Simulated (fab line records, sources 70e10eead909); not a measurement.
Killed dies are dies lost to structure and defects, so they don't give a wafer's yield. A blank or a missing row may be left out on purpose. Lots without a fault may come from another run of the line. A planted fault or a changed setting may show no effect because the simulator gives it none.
A struck lot beside a sound one | flow nand_harc | 26 steps out of a route of 1159
Sound: wafers L105.1, L105.2, L105.3. Struck: wafers L997.3, L997.4. The cause comes at the end.
At each step with rows: each side's tool, then ch and its chambers, then its first start. Under that, the readings that differ: sound wafers | struck wafers | difference of the means | sigmas: that difference in standard deviations of wafers without a fault.
alike: readings whose means differ by less than 2 such deviations, and words and numbers that are the same on both sides. not compared: withheld readings, readings that some wafer has no value for, bounds like >300 that may hide the same value, and numbers for which the record gives no deviation and whose values overlap.
The two part at a step that has a row with sigmas, a row that says differs or no value, or rows on one side only. Numbers that don't overlap but have no deviation are shown without sigmas and don't part them. A reading that every wafer of one side lacks parts them only if that side has two wafers or more.

NHARC_P_ZERO_WELL_INSPECT_43:
  sound on defect_inspect-01, day 5 19:43; struck on defect_inspect-01, day 3 19:46
  alike: raw_defect_count
then, 11 steps without rows for these wafers: NHARC_P_STI_ETCH_26 (etches SiO2 in dHF, target depth 11 nm); NHARC_P_STI_PRECLEAN_27 (cleans in SC1); NHARC_P_STI_SRD_28; NHARC_P_STI_OXIDE_29 (material SiO2, target thk 10 nm, ox time 1362 s); NHARC_P_STI_HM_DEP_30 (deposits Si3N4, target thk 80 nm, time 873 s); NHARC_P_STI_DEHYDRATE_01 (time 120 s); NHARC_P_STI_HMDS_02 (time 30 s); NHARC_P_STI_COAT_41 (time 65 s); NHARC_P_STI_COAT_03 (resist thk 600 nm); NHARC_P_STI_SOFTBAKE_04 (time 70 s); NHARC_P_STI_EBR_05.
NHARC_P_STI_EXPOSE_06: exposes mask P STI, target cd 200 nm.
  sound on krf_scanner-01 ch 0, day 6 15:01; struck on krf_scanner-04 ch 0, day 4 10:55
  alike: mask, reticle_temp_C
then, 2 steps without rows for these wafers: NHARC_P_STI_PEB_07 (peb time 80 s); NHARC_P_STI_DEVELOP_08 (time 50 s).
NHARC_P_STI_CD_MEAS_09: target cd 200 nm.
  sound on cd_sem-02 ch 0, day 6 15:11; struck on cd_sem-02 ch 0
  reading    | sound             | struck      | difference | sigmas
  cd_nm (nm) | 203.0 202.4 203.1 | 184.8 184.7 | -18.1      | -6
  not compared: hold
NHARC_P_STI_OVL_MEAS_10:
  sound on overlay-02, day 6 15:16; struck on overlay-02, day 4 15:28
  reading           | sound | struck                                            | difference                   | sigmas
  hold              | - - - | await_dispo/4.1h/release await_dispo/4.1h/release | no value on the sound wafers |
  overlay_x_nm (nm) | 2 3 2 | -13 -12                                           | -15                          | -2
  alike: overlay_y_nm
NHARC_P_STI_INSPECT_11:
  sound on defect_inspect-02, day 6 15:18; struck on defect_inspect-02, day 4 15:30
  alike: raw_defect_count
then, 1 step without rows for these wafers: NHARC_P_STI_HARDBAKE_13 (time 65 s).
NHARC_P_STI_DESCUM_14: chemistry O2, time 3 s.
  sound on rie_diel-01 ch 1,2,3, day 6 15:26; struck on rie_diel-01 ch 0,1, day 4 15:39
  reading                | sound             | struck      | difference | sigmas
  rf_hours_counter_h (h) | 6.2 5.4 6.4       | 3.4 3.5     | -2.5       |
  model.P_STI.cd_nm (nm) | 202.7 202.3 203.3 | 185.2 185.1 | -17.6      |
  alike: drypump_motor_current_A, oes_product_au, rf_vpp_V, showerhead_plenum_p_Torr, throttle_valve_pct
NHARC_P_STI_ETCH_42: etches the open film in N2/H2, target depth 80 nm, overetch 24 nm, time 61 s.
  sound on rie_diel-01 ch 1,2,3, day 6 15:32; struck on rie_diel-01 ch 0,1, day 4 15:44
  reading                | sound       | struck  | difference | sigmas
  rf_hours_counter_h (h) | 5.4 6.4 6.3 | 3.4 3.5 | -2.6       |
  alike: drypump_motor_current_A, h2_flow_sccm, oes_product_au, rf_fwd_power_W, rf_vpp_V, showerhead_plenum_p_Torr, throttle_valve_pct
NHARC_P_STI_ETCH_31: etches the open film in CF4/CHF3, target depth 108.9 nm, time 54.5 s.
  sound on rie_diel-01 ch 0,1,2; struck on rie_diel-01 ch 0,3
  reading                | sound       | struck  | difference | sigmas
  rf_hours_counter_h (h) | 5.5 5.2 6.5 | 4.5 3.4 | -1.8       |
  alike: drypump_motor_current_A, oes_product_au, rf_fwd_power_W, rf_vpp_V, showerhead_plenum_p_Torr, throttle_valve_pct
NHARC_P_STI_ETCH_15: etches the open film in HBr/Cl2, target depth 300 nm, time 100.1 s.
  sound on rie_si-05 ch 0,1,2, day 6 15:43; struck on rie_si-04 ch 1,2, day 4 15:55
  reading                | sound           | struck      | difference | sigmas
  rf_hours_counter_h (h) | 0.5 0.4 0.3     | 1.1 1.3     | +0.8       |
  model.P_STI.cd_nm (nm) | 202.5 203 203.9 | 186.2 187.2 | -16.4      |
  alike: drypump_motor_current_A, hbr_flow_sccm, oes_product_au, rf_fwd_power_W, throttle_valve_pct
NHARC_P_STI_CD_MEAS_16:
  sound on cd_sem-03, day 6 15:53; struck on cd_sem-01, day 4 16:16
  reading    | sound             | struck      | difference | sigmas
  cd_nm (nm) | 202.7 202.8 203.9 | 186.5 187.1 | -16.3      | -6
  not compared: hold
NHARC_P_STI_OCD_MEAS_17:
  sound on ocd-02, day 6 15:58; struck on ocd-01, day 4 20:52
  reading                | sound             | struck      | difference | sigmas
  trench_foot_cd_nm (nm) | 160.0 159.7 160.4 | 143.3 142.8 | -17.0      | -6
  alike: trench_depth_nm
  not compared: hold
-- the record jumps here: 16 days lie between the struck wafers' starts before and after (it left off in module P_STI and takes up again in module END, whose first step shown is number 1159 of the route) --
NHARC_END_SORT_01:
  the record has rows for the struck wafers here (prober-02 ch 0, day 20 21:08) and none for the sound ones

WHERE THEY PART
First at NHARC_P_STI_CD_MEAS_09; last, within this record, at NHARC_END_SORT_01.

WHY: what the simulator had put in
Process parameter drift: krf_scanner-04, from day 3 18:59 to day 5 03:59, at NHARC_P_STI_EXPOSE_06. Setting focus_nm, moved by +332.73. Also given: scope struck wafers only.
